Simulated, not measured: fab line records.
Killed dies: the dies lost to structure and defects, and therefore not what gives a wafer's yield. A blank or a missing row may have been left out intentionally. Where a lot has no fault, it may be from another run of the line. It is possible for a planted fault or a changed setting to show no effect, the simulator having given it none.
Chamber matching -- flow nand_harc -- 4 sister chambers for NHARC_A_M0_ETCH_34 on rie_diel-03
The step etches the open film in N2/H2, target depth 40 nm, overetch 12 nm, time 43.94 s. 14 wafers are shown with their chamber, then 7 later ones without.

## WAFERS WITH THEIR CHAMBER
wafer,chamber,showerhead_plenum_p_Torr (Torr),drypump_motor_current_A (A),oes_product_au (a.u.)
L262.1,3,2.04,5.7,0.995
L262.2,1,2.07,6.1,0.984
L262.5,2,2.05,6.2,0.993
L264.1,3,2.04,5.8,0.991
L264.3,1,2.07,6.1,0.971
L264.6,3,2.04,5.7,0.992
L267.3,3,2.04,5.8,1.005
L267.4,2,2.04,6.2,0.999
L267.5,1,2.07,6.1,0.989
L266.1,1,2.07,6.1,0.985
L266.2,2,2.04,6.2,1.006
L266.6,0,2.12,5.5,1.030
L268.4,1,2.07,6.1,0.988
L268.5,2,2.04,6.2,1.007

SIGNATURES (averages over the wafers above)
reading,chamber 0,chamber 1,chamber 2,chamber 3,scatter within a chamber
showerhead_plenum_p_Torr,2.1200,2.0700,2.0425,2.0400,0.00274
drypump_motor_current_A,5.500,6.100,6.200,5.750,0.0316
oes_product_au,1.03000,0.98340,1.00125,0.99575,0.00679
Rule: for a wafer and a chamber, the distance is found by dividing, reading by reading, the gap between the wafer's reading and the chamber's mean by the reading's scatter, squaring, summing and taking the root. The wafer belongs to the nearest chamber; if the next one is less than 2 further off, it can't be placed. The scatter: take each reading less its chamber's mean, square it, sum over the shown wafers, divide by the number of wafers less the number of chambers, and take the root.

## WAFERS WITHOUT THEIR CHAMBER
wafer,showerhead_plenum_p_Torr (Torr),drypump_motor_current_A (A),oes_product_au (a.u.)
L268.6,2.04,5.8,1.008
L272.1,2.07,6.1,0.974
L272.4,2.12,5.5,1.027
L272.5,2.04,5.8,1.009
L273.1,2.07,6.1,0.985
L273.3,2.04,6.2,0.974
L273.4,2.12,5.5,1.029

## WHICH CHAMBER EACH ONE RAN IN
wafer,from the rows above,in truth
L268.6,3,3
L272.1,1,1
L272.4,0,0
L272.5,3,3
L273.1,1,1
L273.3,2,2
L273.4,0,0
Correct placement for 7 of the 7. Not placeable from these rows: 0. Number placed wrongly: 0.
